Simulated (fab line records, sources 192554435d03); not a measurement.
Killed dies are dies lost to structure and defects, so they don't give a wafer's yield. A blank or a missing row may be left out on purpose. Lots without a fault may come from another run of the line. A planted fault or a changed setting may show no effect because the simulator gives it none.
A struck lot beside a sound one | flow n5_finfet | 19 steps out of a route of 1938
Sound: wafers L724.2, L724.4, L724.5. Struck: wafers L729.3, L729.5, L729.6. The cause comes at the end.
At each step with rows: each side's tool, then ch and its chambers, then its first start. Under that, the readings that differ: sound wafers | struck wafers | difference of the means | sigmas: that difference in standard deviations of wafers without a fault.
alike: readings whose means differ by less than 2 such deviations, and words and numbers that are the same on both sides. not compared: withheld readings, readings that some wafer has no value for, bounds like >300 that may hide the same value, and numbers for which the record gives no deviation and whose values overlap.
The two part at a step that has a row with sigmas, a row that says differs or no value, or rows on one side only. Numbers that don't overlap but have no deviation are shown without sigmas and don't part them. A reading that every wafer of one side lacks parts them only if that side has two wafers or more.

N5_BEOL_M14_CMP_49: polishes, stops on SiO2, t overpolish 5.2 s, target thk 560 nm.
  sound on cmp-01 ch 0,2,3, day 12 00:38; struck on cmp-01 ch 0,1,3, day 13 22:24
  alike: barrier_field_endpoint_s, clearing_platen_down_force_psi, head_pressure_psi, motor_current_A, overpolish_run_s, slurry_flow_ml_min, time_to_endpoint_s
N5_BEOL_M14_THK_MEAS_50: measures by xrf.
  sound on film_metro-02, day 12 00:53; struck on film_metro-02, day 13 22:37
  alike: M14_THK
then, 1 step without rows for these wafers: N5_BEOL_M14_PRE_CLEAN_52 (time 15 s).
N5_BEOL_M14_DEP_53: deposits SiCN from 3MS/NH3, target thk 50 nm, time 17.8 s.
  sound on pecvd-01 ch 0,1, day 12 00:57; struck on pecvd-01 ch 0,1, day 13 22:41
  alike: showerhead_plenum_p_Torr, throttle_valve_pct
  not compared: since_wet_clean_h
N5_BEOL_M14_RS_MEAS_54: measures by four-point-probe.
  sound on film_metro-01, day 12 01:01; struck on film_metro-02, day 13 22:45
  alike: M14_RS
N5_BEOL_M14_INSPECT_55: inspects for defects (darkfield).
  sound on defect_inspect-02, day 12 01:02; struck on defect_inspect-01, day 13 22:46
  alike: raw_defect_count
N5_BEOL_M15_ILD_DEP_00: deposits SiO2 from TEOS/O2, target thk 1629.3 nm, time 346.1 s.
  sound on pecvd-04 ch 0,1, day 12 01:05; struck on pecvd-03 ch 0,2, day 13 22:49
  reading            | sound       | struck      | difference | sigmas
  heater_power_w (W) | 765 607 750 | 380 310 425 | -336       | -2
  alike: showerhead_plenum_p_Torr, susceptor_temp_C, throttle_valve_pct
  not compared: since_wet_clean_h
N5_BEOL_M15_THK_MEAS_01:
  sound on film_metro-02, day 12 01:20; struck on film_metro-01, day 13 23:04
  alike: M15_ILD_THK
then, 4 steps without rows for these wafers: N5_BEOL_M15_COAT_58 (time 60 s, resist thk 89 nm); N5_BEOL_M15_COAT_04 (resist thk 800 nm); N5_BEOL_M15_EBR_06; N5_BEOL_M15_SOFTBAKE_05 (time 60 s).
N5_BEOL_M15_EXPOSE_07: exposes mask V14.
  sound on krf_scanner-01 ch 0, day 12 01:28; struck on krf_scanner-01 ch 0, day 13 23:20
  reading                          | sound    | struck         | difference | sigmas
  model.BEOL_M15.overlay_x_nm (nm) | -3 -3 -3 | 48.4 48.4 48.4 | +51.4      |
  alike: mask
then, 3 steps without rows for these wafers: N5_BEOL_M15_PEB_08 (peb time 90 s); N5_BEOL_M15_DEVELOP_09 (develop time 45 s); N5_BEOL_M15_HARDBAKE_14 (time 120 s).
N5_BEOL_M15_CD_MEAS_10: target cd 360 nm.
  sound on cd_sem-01 ch 0, day 12 01:38; struck on cd_sem-02 ch 0, day 13 23:29
  alike: cd_nm
N5_BEOL_M15_OVL_MEAS_11:
  sound on overlay-02 ch 0, day 12 01:40; struck on overlay-01 ch 0, day 13 23:31
  reading      | sound   | struck   | difference | sigmas
  V14_OVL (nm) | 6 -2 -3 | 44 47 53 | +48        | +12
N5_BEOL_M15_INSPECT_12: inspects for defects (macro).
  sound on defect_inspect-02, day 12 01:41; struck on defect_inspect-01, day 13 23:32
  alike: raw_defect_count

WHERE THEY PART
First at N5_BEOL_M15_ILD_DEP_00; last, within this record, at N5_BEOL_M15_OVL_MEAS_11. Later steps at which nothing parts them and some readings are alike: N5_BEOL_M15_INSPECT_12.

WHY: what the simulator had put in
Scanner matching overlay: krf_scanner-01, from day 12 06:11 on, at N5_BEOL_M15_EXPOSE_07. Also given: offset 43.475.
